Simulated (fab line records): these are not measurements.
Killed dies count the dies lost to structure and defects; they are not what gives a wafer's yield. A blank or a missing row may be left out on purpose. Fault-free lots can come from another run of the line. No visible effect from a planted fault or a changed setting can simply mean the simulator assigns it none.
Chamber matching + flow nand_harc + 4 sister chambers for NHARC_A_WL_FILL_ETCHBACK_26 on rie_si-06
The step etches the open film in HBr, target depth 52 nm, time 13.3 s. 7 wafers are shown with their chamber, then 7 later ones without.

## EACH WAFER AND ITS CHAMBER
| wafer  | chamber | oes_product_au (a.u.) | rf_fwd_power_W (W) |
|--------|---------|-----------------------|--------------------|
| L946.2 | 3       | 1.002                 | 344.2              |
| L946.6 | 2       | 1.008                 | 341.8              |
| L949.2 | 1       | 0.989                 | 341.5              |
| L949.3 | 3       | 0.998                 | 340.7              |
| L949.4 | 0       | 1.004                 | 342.2              |
| L951.4 | 2       | 1.007                 | 343.2              |
| L951.5 | 1       | 1.002                 | 342.7              |

## WAFERS MISSING THEIR CHAMBER
| wafer  | oes_product_au (a.u.) | rf_fwd_power_W (W) |
|--------|-----------------------|--------------------|
| L951.6 | 1.003                 | 342.4              |
| L954.1 | 0.999                 | 346.0              |
| L954.3 | 0.992                 | 343.0              |
| L954.5 | 1.001                 | 340.5              |
| L955.3 | 0.998                 | 341.5              |
| L955.4 | 0.997                 | 343.8              |
| L955.5 | 1.003                 | 342.8              |

## WHICH CHAMBER EACH ONE RAN IN
| wafer  | from the rows above               | in truth |
|--------|-----------------------------------|----------|
| L951.6 | can't be placed: 0 or 3 or 2 or 1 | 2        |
| L954.1 | can't be placed: 3 or 1 or 0 or 2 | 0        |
| L954.3 | can't be placed: 1 or 3 or 0 or 2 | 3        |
| L954.5 | can't be placed: 0 or 3 or 1 or 2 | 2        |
| L955.3 | can't be placed: 1 or 3 or 0 or 2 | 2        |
| L955.4 | can't be placed: 3 or 1 or 0 or 2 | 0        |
| L955.5 | can't be placed: 0 or 3 or 2 or 1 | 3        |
Correct placement for 0 of the 7. Unplaceable from these rows: 7, with the true chamber sitting among the candidates in 7. Wrongly placed: 0.
How it was worked out, from the rows above alone: a wafer's distance from a chamber is the root of the sum, over the readings, of the square of ((its reading less the chamber's mean) divided by the reading's scatter). The wafer belongs to the nearest chamber; if the next one is less than 2 further off, it can't be placed. For every chamber, the mean is computed from those of its wafers that are shown. The scatter: take each reading less its chamber's mean, square it, sum over the shown wafers, divide by the number of wafers less the number of chambers, and take the root.
